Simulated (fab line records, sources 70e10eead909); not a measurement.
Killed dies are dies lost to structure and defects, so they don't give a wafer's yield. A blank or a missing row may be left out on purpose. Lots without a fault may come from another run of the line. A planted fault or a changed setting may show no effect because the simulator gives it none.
Chamber matching | flow nand_harc | NHARC_A_STAIRCASE_DESCUM_291 on rie_diel-03: 4 sister chambers
The step chemistry O2, time 3 s. 8 wafers are shown with their chamber, then 7 later ones without.

WAFERS WITH THEIR CHAMBER
wafer  | chamber | drypump_motor_current_A (A) | showerhead_plenum_p_Torr (Torr)
L570.4 | 3       | 5.3                         | 1.82
L580.2 | 1       | 6.2                         | 2.07
L580.3 | 2       | 5.2                         | 1.99
L582.2 | 0       | 6.3                         | 1.83
L582.3 | 3       | 5.4                         | 1.81
L582.4 | 2       | 5.2                         | 1.98
L583.3 | 0       | 6.3                         | 1.83
L583.4 | 1       | 6.2                         | 2.07

WAFERS WITHOUT THEIR CHAMBER
wafer  | drypump_motor_current_A (A) | showerhead_plenum_p_Torr (Torr)
L583.5 | 6.3                         | 1.83
L588.3 | 5.4                         | 1.81
L588.4 | 6.3                         | 1.82
L588.5 | 6.3                         | 1.82
L589.1 | 5.2                         | 1.98
L589.3 | 5.4                         | 1.81
L589.5 | 5.2                         | 1.98

WHICH CHAMBER EACH WENT THROUGH
wafer  | from the rows above | in truth
L583.5 | 0                   | 0
L588.3 | 3                   | 3
L588.4 | 0                   | 0
L588.5 | 0                   | 0
L589.1 | 2                   | 2
L589.3 | 3                   | 3
L589.5 | 2                   | 2
Placed correctly: 7 of 7. Can't be placed from these rows: 0. Placed wrongly: 0.
How it was worked out, from the rows above alone: a wafer's distance from a chamber is the root of the sum, over the readings, of the square of ((its reading less the chamber's mean) divided by the reading's scatter). The wafer belongs to the nearest chamber; if the next one is less than 2 further off, it can't be placed. A chamber's mean is the mean of its shown wafers. The scatter: the root of (the sum of the squares of (reading less its chamber's mean) over the shown wafers, divided by (wafers less chambers)).
